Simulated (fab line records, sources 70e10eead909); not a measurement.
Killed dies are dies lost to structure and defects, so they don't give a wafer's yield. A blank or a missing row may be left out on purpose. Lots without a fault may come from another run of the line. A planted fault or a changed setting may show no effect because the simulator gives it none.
fab line records | flow nand_harc
record lots=6 wafers=18 last_day=24
route steps=1159 shown P_GATE@124 END@1159
lots that met no fault: from a run of the same line without faults
start_h: hours from the record's first day to the start of the lot's first wafer shown | wait_h: hours since the lot's step before | " the same as in the row above | L1.1+2: a row that stands for several wafers | - no value, or no start given | * or withheld: withheld | < > ~ a bound
route shown NAME@n: a module of which the file shows steps, and the number in the route of the first | usual: mean/standard deviation of fault-free wafers | same: alike in all rows | chamber/n: place in a boat | sites: the reading at each site | _std_site: their standard deviation | _edge_site: outer sites' mean less inner sites' | radius_mm: how far each site lies from the wafer's centre | mask NAME#n: copy n | behind: the tool/chamber that last shaped the wafer | hold: why the lot was held/for how many hours/how that ended | device: the transistor (n, p or np) that didn't switch | end of line: the same wafers' tests at the end of the route | a step without rows: its recipe alone | killed: dies lost to structure and defects at the first sort, not the wafer's yield | map: a wafer's dies, x killed, . not, _ none there
set.NAME: the setting as run; set.NAME@STEP: as run at that earlier step | model.NAME: the simulator's own value behind a step, which no gauge read
lots at some steps of the route; a table a step, a row a wafer
services: from which hour (start_h, from the record's first day; less than 0 if before it) a tool's chamber was out of use, for how many hours, and why
## steps
# step NHARC_P_GATE_DESCUM_13
# recipe time_s=3 o2_flow_sccm=200 ar_flow_sccm=0 bias_power_w=0 chemistry=O2
# usual drypump_motor_current_A=5.7/0.42 oes_product_au=1.001/0.015 rf_vpp_V=57.9/0.95 showerhead_plenum_p_Torr=1.93/0.067 throttle_valve_pct=11.312/0.0093
# columns lot.wafer tool chamber start_h wait_h drypump_motor_current_A oes_product_au rf_hours_counter_h rf_vpp_V showerhead_plenum_p_Torr throttle_valve_pct
L216.1 rie_diel-13 1 111.67 - 5.5 0.998 1 58.9 2.02 11.328
L216.2 " 3 " " 5.9 0.990 1 57.3 1.95 11.317
L216.5 " 2 " " 5.9 0.994 - 59.0 1.91 11.308
L215.1 rie_diel-01 3 111.86 - 6.6 1.011 41 58.2 2.02 11.302
L215.5 " 2 " " 5.2 1.027 - 59.3 1.99 11.318
L215.6 " 3 " " 6.6 1.017 - 58.3 2.02 11.307
L217.3 rie_diel-01 1 123.86 - 5.0 1.013 56 59.3 1.89 11.305
L217.6 " 3 " " 6.6 1.027 - 58.7 2.02 11.300
L217.4 " 1 " " 5.0 1.026 - 57.3 1.89 11.310
L221.4 rie_diel-06 3 152.29 - 6.4 0.998 26 57.7 1.90 11.326
L221.2 " 1 " " 5.1 0.992 22 57.9 1.91 11.321
L221.6 " 2 " " 5.9 0.989 - 57.5 1.91 11.305
L229.4 rie_diel-01 3 189.18 - 6.6 1.007 22 58.3 2.01 11.298
L229.2 " 0 " " 5.8 0.998 21 57.8 1.99 11.313
L229.5 " 3 " " 6.6 1.003 - 60.8 2.01 11.308
L230.2 rie_diel-13 1 200.65 - 5.6 1.017 17 59.1 2.01 11.311
L230.1 " 2 " " 5.8 1.002 16 57.5 1.90 11.318
L230.4 " 1 " " 5.6 1.014 - 58.3 2.01 11.337
# step NHARC_P_GATE_ETCH_14
# recipe target_depth_a=488 chemistry=dHF material=SiO2
# step NHARC_P_GATE_STRIP_15
# recipe time_s=780 temp_c=130 chemistry=SPM
# step NHARC_P_GATE_PRECLEAN_71
# recipe time_s=* temp_c=50 bath_age_min=0 chemistry=SC1
# step NHARC_P_GATE_SRD_72
# step NHARC_P_GATE_OXIDE_16
# recipe target_thk_a=30 temp_c=875 ox_time_s=392 material=SiO2
# step NHARC_P_GATE_CVD_17
# recipe target_thk_a=1500 temp_c=620 time_s=900 material=poly-Si
# step NHARC_P_GATE_HM_DEP_102
# recipe target_thk_a=1200 temp_c=400 material=aC
# usual throttle_valve_pct=35.001/0.01
# columns lot.wafer tool chamber start_h wait_h throttle_valve_pct
L216.1 acl_dep-01 0 127.76 4.0 34.976
L216.2 " 0 " " 35.017
L216.5 " 0 " " 35.008
L215.1 acl_dep-03 0 127.86 4.1 35.010
L215.5 " 0 " " 35.006
L215.6 " 0 " " 35.004
L217.3 acl_dep-02 0 141.34 0.6 35.011
L217.4 " 0 " " 34.998
L217.6 " 0 " " 35.010
L221.2 acl_dep-01 0 165.49 1.5 34.999
L221.4 " 0 " " 34.989
L221.6 " 0 " " 35.008
L229.2 acl_dep-02 0 201.45 0.5 34.993
L229.4 " 0 " " 35.014
L229.5 " 0 " " 35.017
L230.1 acl_dep-03 0 214.49 1.8 34.994
L230.2 " 0 " " 35.017
L230.4 " 0 " " 35.011
# step NHARC_P_GATE_DEP_103
# recipe target_thk_a=300 target_thk_nm=30 temp_c=400 flow_sccm=200 rf_w=350 material=SiON
# usual heater_power_w=723/63
# columns lot.wafer tool chamber start_h wait_h heater_power_w
L216.2 pecvd-01 0 128.45 0.5 698
L216.1 " 1 " " 755
L216.5 " 1 " " 767
L215.1 pecvd-04 1 128.54 0.6 677
L215.5 " 0 " " 649
L215.6 " 1 " " 676
L217.3 pecvd-04 2 141.84 0.4 749
L217.4 " 1 " " 592
L217.6 " 2 " " 743
L221.2 pecvd-01 0 166.08 0.5 684
L221.6 " 0 " " 685
L221.4 " 1 " " 803
L229.2 pecvd-03 0 202.20 0.6 605
L229.5 " 0 " " 620
L229.4 " 1 " " 743
L230.2 pecvd-01 0 215.16 0.4 719
L230.1 " 1 " " 715
L230.4 " 0 " " 743
# step NHARC_P_GATE_DEHYDRATE_18
# recipe temp_c=150 time_s=120
# step NHARC_P_GATE_HMDS_19
# recipe time_s=30
# step NHARC_P_GATE_COAT_20
# recipe spin_rpm=1500 resist_thk_nm=90
# step NHARC_P_GATE_SOFTBAKE_21
# recipe temp_c=105 time_s=55
# usual heater_power_total_W=188.47/0.14
# columns lot.wafer tool chamber start_h wait_h heater_power_total_W
L216.1 litho_track-06 0 128 - 188.66
L216.2 " 0 " " 188.36
L216.5 " 0 " " 188.47
L215.1 litho_track-04 0 128 - 188.54
L215.5 " 0 " " 188.62
L215.6 " 0 " " 188.37
L217.3 litho_track-01 0 142 - 188.35
L217.4 " 0 " " 188.82
L217.6 " 0 " " 188.48
L221.2 litho_track-04 0 166 - 188.33
L221.4 " 0 " " 188.54
L221.6 " 0 " " 188.50
L229.2 litho_track-01 0 202 - 323.02
L229.4 " 0 " " 188.19
L229.5 " 0 " " 188.36
L230.1 litho_track-01 0 215 - 322.95
L230.2 " 0 " " 323.08
L230.4 " 0 " " 188.61
# step NHARC_P_GATE_EBR_22
# step NHARC_END_SORT_01
# recipe temp_c=25
# usual killed_at_array=29/10 killed_at_other=0.7/1.1 killed_at_periphery=3.3/2.4 killed_dies=33/11 killed_open=3.3/2 killed_short=1.9/1.3
# same gross_dies=677
# columns lot.wafer tool chamber start_h wait_h killed_at_array killed_at_other killed_at_periphery killed_dies killed_open killed_short
L215.1 prober-01 0 498.07 2.5 20 0 5 25 1 2
L215.5 prober-01 0 501.28 3.7 18 0 2 20 1 0
L215.6 prober-01 0 502.08 4.0 22 1 1 24 3 0
L217.3 prober-02 0 507.54 3.1 30 0 3 33 3 5
L217.4 prober-02 0 508.32 3.4 27 0 4 31 5 2
L217.6 prober-02 0 509.89 3.9 31 0 5 36 5 2
L221.2 prober-01 0 541.50 2.8 31 4 7 42 2 4
L221.4 prober-01 0 543.08 3.4 44 2 6 52 4 5
L221.6 prober-01 0 544.67 4.0 35 4 12 51 3 1
# killed by level:class
L215.1 A_SLIT:chamber_film_flake=10 A_CHANNEL_HOLE_D1:chamber_film_flake=5 P_STI:chamber_film_flake=3 A_STAIRCASE:chamber_film_flake=2 P_GATE:geometric_particle:short=1 A_CHANNEL_FILL_D1:geometric_particle:open=1 A_M0:geometric_particle:short=1 P_ZERO_WELL:chamber_film_flake=1
L215.5 A_SLIT:chamber_film_flake=13 P_STI:chamber_film_flake=2 A_CHANNEL_HOLE_D1:chamber_film_flake=2 A_WL_FILL:geometric_particle:open=1 A_STAIRCASE:chamber_film_flake=1 A_CONTACT:chamber_film_flake=1
L215.6 A_SLIT:chamber_film_flake=14 A_CHANNEL_HOLE_D1:chamber_film_flake=4 A_CONTACT:chamber_film_flake=2 P_CONTACT:geometric_particle:open=1 A_WL_FILL:geometric_particle:open=1 A_BLC:geometric_particle:open=1 THIN_TSV:chamber_film_flake=1
L217.3 A_CHANNEL_HOLE_D1:chamber_film_flake=18 A_STAIRCASE:chamber_film_flake=2 A_CONTACT:chamber_film_flake=2 P_M0:geometric_particle:short=1 A_ONON_D1:geometric_particle:short=1 A_CHANNEL_FILL_D1:geometric_particle:short=1 A_WL_FILL:geometric_particle:short=1 A_CONTACT:geometric_particle:open=1
L217.4 A_CHANNEL_HOLE_D1:chamber_film_flake=14 A_CONTACT:chamber_film_flake=5 A_WL_FILL:geometric_particle:open=2 P_STI:chamber_film_flake=2 A_WL_FILL:chamber_film_flake=2 P_M0:geometric_particle:open=1 P_M0:geometric_particle:short=1 A_CHANNEL_FILL_D1:geometric_particle:short=1
L217.6 A_CHANNEL_HOLE_D1:chamber_film_flake=17 A_STAIRCASE:chamber_film_flake=6 P_CONTACT:geometric_particle:open=2 A_CONTACT:geometric_particle:open=2 P_STI:chamber_film_flake=2 A_CONTACT:chamber_film_flake=2 A_WL_FILL:geometric_particle:short=1 A_WL_FILL:geometric_particle:open=1
L221.2 A_SLIT:chamber_film_flake=15 A_CHANNEL_HOLE_D1:chamber_film_flake=5 A_STAIRCASE:chamber_film_flake=4 A_CONTACT:chamber_film_flake=4 P_CONTACT:chamber_film_flake=3 THIN_TSV:chamber_film_flake=3 P_CONTACT:geometric_particle:short=1 P_M1:geometric_particle:open=1
L221.4 A_SLIT:chamber_film_flake=15 A_STAIRCASE:chamber_film_flake=8 A_CONTACT:chamber_film_flake=8 A_CHANNEL_HOLE_D1:chamber_film_flake=5 P_CONTACT:chamber_film_flake=4 A_WL_FILL:geometric_particle:short=2 THIN_TSV:chamber_film_flake=2 P_CONTACT:geometric_particle:short=1
L221.6 A_SLIT:chamber_film_flake=15 P_CONTACT:chamber_film_flake=9 A_CONTACT:chamber_film_flake=7 A_CHANNEL_HOLE_D1:chamber_film_flake=5 A_STAIRCASE:chamber_film_flake=4 THIN_TSV:chamber_film_flake=4 P_STI:chamber_film_flake=3 A_ONON_D1:geometric_particle:open=1
## services
# columns tool chamber start_h hours kind
rie_diel-01 0 92.86 - clean
rie_diel-01 1 92.86 - clean
rie_diel-01 2 92.86 - clean
rie_diel-01 3 92.86 - clean
litho_track-01 - 93.01 7.0 pm
rie_diel-13 - 99.03 9.0 pm
pecvd-03 - 111.15 13.0 pm
acl_dep-01 - 112.80 13.0 pm
rie_diel-13 2 113.36 9.5 repair
litho_track-06 - 117.00 7.0 pm
rie_diel-01 0 117.41 - clean
rie_diel-01 1 117.41 - clean
rie_diel-01 2 122.17 4.6 repair
rie_diel-13 3 124.27 5.6 repair
rie_diel-01 1 132.81 3.8 repair
rie_diel-01 - 137.80 9.0 pm
litho_track-04 - 141.00 7.0 pm
acl_dep-02 - 169.37 13.0 pm
rie_diel-13 0 175.66 35.2 repair
pecvd-04 - 195.00 13.0 pm
rie_diel-13 3 195.00 8.4 repair
rie_diel-06 1 197.92 2.2 repair
rie_diel-06 1 200.69 9.4 repair
rie_diel-06 2 213.47 15.6 repair
## key
first_sign step=NHARC_P_GATE_SOFTBAKE_21 reading=heater_power_total_W direction=up sigmas=99+ usual=* struck=*
effect none on later readings
met_at NHARC_P_GATE_SOFTBAKE_21
struck_wafers L229.2,L230.1,L230.2
tester_left_out L229,L230
onset_between 142 202
fault kind=process_parameter_drift tool=litho_track-01 chamber=- onset_h=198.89 steps=NHARC_P_GATE_SOFTBAKE_21 channel=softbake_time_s offset=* shape=step end_h=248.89 scope=struck_wafers_only acts_in=* stated=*
# tester_left_out: of these lots the tester's yield and bins aren't shown, on N5 and GAA mostly nor the transistor test; their killed dies are dies lost to structure and defects alone, not to doping, threshold or leakage, so they don't give the yield
